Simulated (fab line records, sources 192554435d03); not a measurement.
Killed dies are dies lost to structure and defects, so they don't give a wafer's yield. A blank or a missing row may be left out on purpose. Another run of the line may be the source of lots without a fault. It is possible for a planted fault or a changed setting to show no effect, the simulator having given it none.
Comparing a struck lot with a sound one :: flow n5_finfet :: 16 steps out of a route of 1938
Sound: these wafers, L621.1, L621.3, L621.5. Struck: wafer L633.4 (L633.3, L633.5, from the same lot, were not struck and are left out); the cause is given at the end.
At each step with rows: each side's tool, then ch and its chambers, then its first start. Under that, the readings that differ: sound wafers :: struck wafers :: difference of the means :: sigmas: that difference in standard deviations of wafers without a fault.
alike: readings whose means differ by less than 2 such deviations, and words and numbers that are the same on both sides. not compared: withheld readings, readings that some wafer has no value for, bounds like >300 that may hide the same value, and numbers for which the record gives no deviation and whose values overlap.
A row with sigmas, a row that says differs or no value, or rows on one side alone: a step with any of these is where the two part. When numbers do not overlap yet have no deviation, they are printed without sigmas and do not part them. A reading that every wafer of one side lacks parts them only if that side has two wafers or more.

N5_FIN_SAQP_ETCH_65: etches SiO2 in CF4, target depth 4 nm, time 4.4 s.
  sound on rie_si-02 ch 0,1, day 3 09:46; struck on rie_si-04 ch 0, day 6 06:00
  alike: drypump_motor_current_A, he_backside_leak_sccm, oes_product_au, throttle_valve_pct
  not compared: rf_hours_counter_h
N5_FIN_SAQP_MANDREL_ETCH_58: etches a-Si in HBr/Cl2, stops on SiNx, target depth 45 nm, bt time 10 s, time 27 s.
  sound on rie_si-02 ch 0,1, day 3 09:48; struck on rie_si-04 ch 0, day 6 06:02
  alike: drypump_motor_current_A, he_backside_leak_sccm, oes_product_au, throttle_valve_pct
  not compared: rf_hours_counter_h
then, 3 steps without rows for these wafers: N5_FIN_SAQP_RECESS_63 (chemistry HF/NH3, target SiO2, target depth 18 nm, afs cycles 3, sublimation time 60 s); N5_FIN_SAQP_COAT_68 (time 60 s, resist thk 100 nm); N5_FIN_SAQP_ETCH_69 (etches SOC in N2/H2, stops on SiNx, target depth 150 nm).
N5_FIN_SAQP_ETCH_67: etches SiNx in CH3F/O2, target depth 30 nm.
  sound on rie_diel-04 ch 0,1,3, day 3 10:26; struck on rie_diel-04 ch 2, day 6 06:57
  alike: drypump_motor_current_A, oes_product_au, rf_vpp_V, showerhead_plenum_p_Torr, throttle_valve_pct
  not compared: rf_hours_counter_h
then, 2 steps without rows for these wafers: N5_FIN_SAQP_STRIP_70 (strips in N2/H2); N5_FIN_SAQP_RECESS_71 (chemistry HF/NH3, target SiO2, target depth 3 nm, afs cycles 1, sublimation time 60 s).
N5_FIN_SAQP_SPACER2_ALD_28: deposits SiO2, target thk 8.1 nm, pulse time 1 s, purge time 2 s.
  sound on ald_sin-01 ch 0,1, day 3 10:41; struck on ald_sin-01 ch 0, day 6 07:14
  alike: heater_power_w, precursor_pulse_height_rel
then, 2 steps without rows for these wafers: N5_FIN_SAQP_SPACER2_ETCHBACK_29 (etches SiO2 in CHF3/O2, target depth 12.2 nm, time 6.1 s); N5_FIN_SAQP_MANDREL2_REMOVE_60 (chemistry HBr/Cl2/O2, target a-Si, stops on SiNx, bt time 10 s).
N5_FIN_SAQP_CD_MEAS_31: the cd target is 8 nm.
  sound on cd_sem-03 ch 0, day 3 11:13; struck on cd_sem-01 ch 0, day 6 07:47
  alike: cd_nm
N5_FIN_SAQP_HM_OPEN_33: chemistry CH3F/O2, target SiNx, target depth 49.4 nm, time 70.6 s.
  sound on rie_diel-03 ch 0,1, day 3 11:20; struck on rie_diel-02 ch 0, day 6 07:50
reading: etch_rf_on_time_s (s)
sound: 67.8 66.4 68.1
struck: 47.7
difference: -19.7
sigmas: -12
  alike: drypump_motor_current_A, oes_product_au, rf_vpp_V, showerhead_plenum_p_Torr, throttle_valve_pct
  not compared: rf_hours_counter_h
N5_FIN_SAQP_ETCH_34: etches SiO2 in C4F6/O2, target depth 45 nm, time 15 s.
  sound on rie_diel-03 ch 0,1, day 3 11:25; struck on rie_diel-02 ch 0, day 6 07:54
  alike: drypump_motor_current_A, etch_rf_on_time_s, oes_product_au, rf_vpp_V, showerhead_plenum_p_Torr, throttle_valve_pct
  not compared: rf_hours_counter_h
-- here the record skips 7 days between the struck wafers' starts before and after, leaving off in module FIN_SAQP and picking up in module BEOL_M4 (first step shown: number 1111 of the route) --
N5_BEOL_M4_RC_MEAS_101:
  sound on prober-02 ch 0, day 9 10:13; struck on prober-01 ch 0, day 12 21:13
reading: ION_N (uA/um)
sound: 665 673 669
struck: 693
difference: +24
sigmas: +2
  alike: DIBL_N, DIBL_P, IOFF_N, IOFF_P, ION_P, SS_N, SS_P, VT_N, VT_P
-- a jump in the record: the struck wafers' starts before and after are 4 days apart (it breaks off in module BEOL_M4 and resumes in module PASSIVATION, where the first step shown is number 1936 of the route) --
N5_PASSIVATION_PROBE_49:
  only the struck wafers here have rows in the record (prober-01, day 16 16:38); the sound ones have none

## WHERE THEY PART
At N5_FIN_SAQP_HM_OPEN_33 first; at N5_PASSIVATION_PROBE_49 last (within this record only).

WHY: what had been put in by the simulator
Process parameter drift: rie_diel-02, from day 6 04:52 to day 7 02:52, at N5_FIN_SAQP_HM_OPEN_33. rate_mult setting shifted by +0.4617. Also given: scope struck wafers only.
